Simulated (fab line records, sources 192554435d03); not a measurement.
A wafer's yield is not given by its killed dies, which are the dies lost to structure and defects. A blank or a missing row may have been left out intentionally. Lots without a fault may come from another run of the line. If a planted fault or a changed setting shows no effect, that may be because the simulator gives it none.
Chamber matching	flow n5_finfet	N5_PMOS_HMC_CHANNEL_EPI_DESCUM_14 on rie_diel-02: 4 sister chambers
The step chemistry O2, time 7.9 s. 20 wafers are shown with their chamber, then 10 later ones without.

WAFERS, EACH WITH ITS CHAMBER
wafer	chamber	drypump_motor_current_A (A)	showerhead_plenum_p_Torr (Torr)	throttle_valve_pct (%)
L074.1	2	5.9	2.08	20.41
L074.2	1	6.0	2.01	19.90
L074.4	0	5.1	2.12	20.40
L078.2	0	5.0	2.11	20.42
L078.3	2	5.9	2.07	20.42
L078.5	0	5.0	2.11	20.43
L080.1	1	6.0	2.00	19.93
L080.2	2	5.9	2.07	20.45
L080.4	0	5.0	2.11	20.43
L082.1	3	5.5	2.18	20.28
L082.2	1	6.0	2.00	19.93
L082.6	3	5.5	2.18	20.26
L083.1	2	5.9	2.07	20.44
L083.2	0	5.1	2.11	20.43
L083.5	0	5.0	2.11	20.45
L085.1	1	6.0	2.00	19.93
L085.3	3	5.5	2.18	20.27
L085.5	1	6.0	2.00	19.93
L086.1	2	5.9	2.07	20.46
L086.4	1	6.0	2.00	19.94

SIGNATURES (averages over the wafers above)
reading	chamber 0	chamber 1	chamber 2	chamber 3	scatter within a chamber
drypump_motor_current_A	5.033	6.000	5.900	5.500	0.0289
showerhead_plenum_p_Torr	2.1117	2.0017	2.0720	2.1800	0.00393
throttle_valve_pct	20.4267	19.9267	20.4360	20.2700	0.0162
Rule: a wafer lies at a distance from a chamber equal to the root of the sum of squares, over the readings, of (its reading less the chamber's mean, divided by the reading's scatter). The wafer belongs to the nearest chamber; if the next one is less than 2 further off, it can't be placed. The scatter is the square root of a quotient: the sum, over the shown wafers, of each reading's squared deviation from its chamber's mean, divided by wafers minus chambers.

WAFERS WHOSE CHAMBER IS MISSING
wafer	drypump_motor_current_A (A)	showerhead_plenum_p_Torr (Torr)	throttle_valve_pct (%)
L086.5	5.9	2.07	20.47
L087.1	6.0	2.00	19.94
L087.4	5.4	2.18	20.28
L087.5	5.1	2.11	20.44
L089.3	5.5	2.18	20.29
L089.4	5.0	2.11	20.48
L089.6	5.9	2.06	20.47
L095.1	5.9	2.06	20.49
L095.3	6.0	1.99	19.98
L095.5	5.9	2.06	20.48

WHICH CHAMBER EACH ONE RAN IN
wafer	from the rows above	in truth
L086.5	2	2
L087.1	1	1
L087.4	3	3
L087.5	0	0
L089.3	3	3
L089.4	0	0
L089.6	2	2
L095.1	2	2
L095.3	1	1
L095.5	2	2
Correctly placed: 10 of 10. Number that these rows cannot place: 0. Placed wrongly: 0.
